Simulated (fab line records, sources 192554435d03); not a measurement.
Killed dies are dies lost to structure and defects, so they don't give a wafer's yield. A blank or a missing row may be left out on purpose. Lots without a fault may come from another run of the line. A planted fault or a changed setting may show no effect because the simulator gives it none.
A struck lot beside a sound one | flow n5_finfet | 23 steps out of a route of 1938
Sound: wafers L599.1, L599.2, L599.6. Struck: wafers L595.2, L595.5, L595.6. The cause comes at the end.
At each step with rows: each side's tool, then ch and its chambers, then its first start. Under that, the readings that differ: sound wafers | struck wafers | difference of the means | sigmas: that difference in standard deviations of wafers without a fault.
alike: readings whose means differ by less than 2 such deviations, and words and numbers that are the same on both sides. not compared: withheld readings, readings that some wafer has no value for, bounds like >300 that may hide the same value, and numbers for which the record gives no deviation and whose values overlap.
The two part at a step that has a row with sigmas, a row that says differs or no value, or rows on one side only. Numbers that don't overlap but have no deviation are shown without sigmas and don't part them. A reading that every wafer of one side lacks parts them only if that side has two wafers or more.

first, 9 steps without rows for these wafers: N5_BEOL_M1_ILD_DEP_00 (deposits SiOC from DEMS/O2, target thk 79 nm, time 15.3 s); N5_BEOL_M1_PECVD_72 (deposits SiO2 from TEOS/O2, target thk 16 nm, time 18 s); N5_BEOL_M1_HM_DEP_02 (deposits TiN, target thk 20 nm); N5_BEOL_M1_COAT_61 (time 60 s, resist thk 60 nm); N5_BEOL_M1_COAT_62 (time 60 s, resist thk 12 nm); N5_BEOL_M1_COAT_73 (time 60 s, resist thk 5 nm); N5_BEOL_M1_COAT_05 (resist thk 30 nm); N5_BEOL_M1_EBR_07; N5_BEOL_M1_SOFTBAKE_06 (time 60 s).
N5_BEOL_M1_EXPOSE_08: exposes mask M1.
  sound on euv_scanner-02 ch 0, day 9 00:33; struck on euv_scanner-01 ch 0, day 8 13:31
  reading              | sound             | struck            | difference | sigmas
  exposure_dose_mJ_cm2 | 33.02 32.98 33.03 | 31.96 31.95 31.93 | -1.06      | -26
  alike: mask
then, 3 steps without rows for these wafers: N5_BEOL_M1_PEB_09 (peb time 60 s); N5_BEOL_M1_DEVELOP_10 (develop time 30 s); N5_BEOL_M1_DESCUM_16 (chemistry O2, time 7 s).
N5_BEOL_M1_ETCH_74: etches underlayer in N2/H2, target depth 6.5 nm, time 5.2 s.
  sound on rie_diel-01 ch 1,2,3, day 9 00:50; struck on rie_diel-05 ch 1,2, day 8 13:49
  reading                         | sound    | struck         | difference | sigmas
  model.BEOL_M1.cd_offset_nm (nm) | 0 -0.2 0 | -0.4 -0.4 -0.6 | -0.4       |
  alike: bias_w, drypump_motor_current_A, etch_rf_on_time_s, h2_flow_sccm, oes_product_au, rf_vpp_V, showerhead_plenum_p_Torr, throttle_valve_pct
  not compared: rf_hours_counter_h
then, 5 steps without rows for these wafers: N5_BEOL_M1_ETCH_63 (etches SiARC in CF4, target depth 15.6 nm, time 26 s); N5_BEOL_M1_ETCH_64 (etches SOC in N2/H2, target depth 75 nm, overetch 15 nm, time 112.5 s); N5_BEOL_M1_STRIP_65 (strips in N2/H2); N5_BEOL_M1_STRIP_75 (strips in N2/H2); N5_BEOL_M1_STRIP_66 (strips in CF4).
N5_BEOL_M1_HM_OPEN_17: chemistry Cl2/BCl3, target TiN, target depth 20 nm, overetch 6 nm.
  sound on rie_metal-01 ch 0,1, day 9 01:03; struck on rie_metal-03 ch 0,1, day 8 14:02
  alike: bias_w, drypump_motor_current_A, he_backside_leak_sccm, oes_product_au, throttle_valve_pct
  not compared: rf_hours_counter_h, model.BEOL_M1.cd_offset_nm
then, 1 step without rows for these wafers: N5_BEOL_M1_STRIP_19 (strips in O2).
-- the record jumps here: 2 days lie between the struck wafers' starts before and after (it left off in module BEOL_M1 and takes up again in module BEOL_M4, whose first step shown is number 1111 of the route) --
N5_BEOL_M4_RC_MEAS_101:
  sound on prober-01 ch 0, day 11 06:30; struck on prober-01 ch 0, day 11 01:07
  reading       | sound       | struck      | difference | sigmas
  ION_N (uA/um) | 675 681 673 | 644 667 651 | -22        | -2
  alike: DIBL_N, DIBL_P, IOFF_N, IOFF_P, ION_P, SS_N, SS_P, VT_N, VT_P
N5_PASSIVATION_PROBE_49:
  the record has rows for the sound wafers here (prober-01, day 15 22:06) and none for the struck ones

WHERE THEY PART
First at N5_BEOL_M1_EXPOSE_08; last, within this record, at N5_PASSIVATION_PROBE_49.

WHY: what the simulator had put in
Process parameter drift: euv_scanner-01, from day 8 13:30 on, at N5_BEOL_M1_EXPOSE_08. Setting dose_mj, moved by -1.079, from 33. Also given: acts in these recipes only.
